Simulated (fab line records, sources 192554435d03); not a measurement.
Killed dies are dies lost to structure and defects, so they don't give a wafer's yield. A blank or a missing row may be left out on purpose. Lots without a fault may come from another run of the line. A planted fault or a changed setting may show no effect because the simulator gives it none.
A struck lot beside a sound one | flow n5_finfet | 15 steps out of a route of 1938
Sound: wafers L766.3, L766.4, L766.6. Struck: wafers L779.2, L779.3, L779.4. The cause comes at the end.
At each step with rows: each side's tool, then ch and its chambers, then its first start. Under that, the readings that differ: sound wafers | struck wafers | difference of the means | sigmas: that difference in standard deviations of wafers without a fault.
alike: readings whose means differ by less than 2 such deviations, and words and numbers that are the same on both sides. not compared: withheld readings, readings that some wafer has no value for, bounds like >300 that may hide the same value, and numbers for which the record gives no deviation and whose values overlap.
The two part at a step that has a row with sigmas, a row that says differs or no value, or rows on one side only. Numbers that don't overlap but have no deviation are shown without sigmas and don't part them. A reading that every wafer of one side lacks parts them only if that side has two wafers or more.

first, 1 step without rows for these wafers: N5_BEOL_M5_PRE_CLEAN_45 (time 30 s).
N5_BEOL_M5_ALD_86: deposits TaN, pulse time 2 s, purge time 3 s, co reactant purge time 2 s.
  sound on ald_metal-02 ch 0,3, day 8 05:50; struck on ald_metal-02 ch 0,1,3, day 11 14:44
  alike: heater_power_w
N5_BEOL_M5_SURFACE_TREAT_87:
  sound on pvd_sputter-02, day 8 06:07; struck on pvd_sputter-02, day 11 15:01
  not compared: throttle_valve_pct
then, 1 step without rows for these wafers: N5_BEOL_M5_CVD_47 (deposits Co from CCTBA/H2, target thk 3 nm, time 216 s).
N5_BEOL_M5_SPUTTER_48: material Cu, target thk 15 nm, time 27.62 s.
  sound on pvd_sputter-03, day 8 06:46; struck on pvd_sputter-01, day 11 15:15
  alike: chamber_pressure_pa, chuck_gas_flow_sccm, substrate_temp_c, throttle_valve_pct
then, 4 steps without rows for these wafers: N5_BEOL_M5_ANNEAL_49 (time 1800 s); N5_BEOL_M5_SPUTTER_81 (material Cu, target thk 15 nm, time 27.62 s); N5_BEOL_M5_ANNEAL_82 (time 1800 s); N5_BEOL_M5_SPUTTER_83 (material Cu, target thk 15 nm, time 27.62 s).
N5_BEOL_M5_ANNEAL_84: time 1800 s.
  sound on pvd_sputter-03, day 8 09:01; struck on pvd_sputter-01, day 11 17:30
  reading              | sound             | struck            | difference | sigmas
  susceptor_temp_C_max | 400.6 400.7 400.4 | 401.9 401.3 401.3 | +0.9       | +2
  alike: heater_power_w
then, 1 step without rows for these wafers: N5_BEOL_M5_SPUTTER_88 (material Cu, target thk 15 nm, time 27.62 s).
N5_BEOL_M5_ANNEAL_89: time 1800 s.
  sound on pvd_sputter-03, day 8 10:06; struck on pvd_sputter-01, day 11 18:35
  alike: heater_power_w, susceptor_temp_C_max
N5_BEOL_M5_SPUTTER_90: material Cu, target thk 4.5 nm, time 8.29 s.
  sound on pvd_sputter-03, day 8 11:06; struck on pvd_sputter-01, day 11 19:35
  no value came back on the struck wafers for chamber_pressure_pa (Pa), chuck_gas_flow_sccm (sccm), substrate_temp_c (C), throttle_valve_pct (%); on the sound wafers chamber_pressure_pa (Pa) reads 0.0702 0.07012 0.06994
then, 1 step without rows for these wafers: N5_BEOL_M5_ECD_50 (material Cu, target thk 300 nm).
-- the record jumps here: 4 days lie between the struck wafers' starts before and after (it left off in module BEOL_M5 and takes up again in module PASSIVATION, whose first step shown is number 1936 of the route) --
N5_PASSIVATION_PROBE_49:
  sound on prober-02, day 12 02:55; struck on prober-01, day 15 12:27
  alike: defect_limited_yield, killed_at_M0_to_M3, killed_at_M4_up, killed_at_contacts, killed_at_front_end, killed_at_other, killed_dies, killed_open, killed_short, sort_bin_5_function, sort_bin_6_memory, sort_bin_8_speed, sort_n_pass, sort_yield_pct

WHERE THEY PART
First at N5_BEOL_M5_ANNEAL_84; last, within this record, at N5_BEOL_M5_SPUTTER_90. Later steps at which nothing parts them and some readings are alike: N5_PASSIVATION_PROBE_49.

WHY: what the simulator had put in
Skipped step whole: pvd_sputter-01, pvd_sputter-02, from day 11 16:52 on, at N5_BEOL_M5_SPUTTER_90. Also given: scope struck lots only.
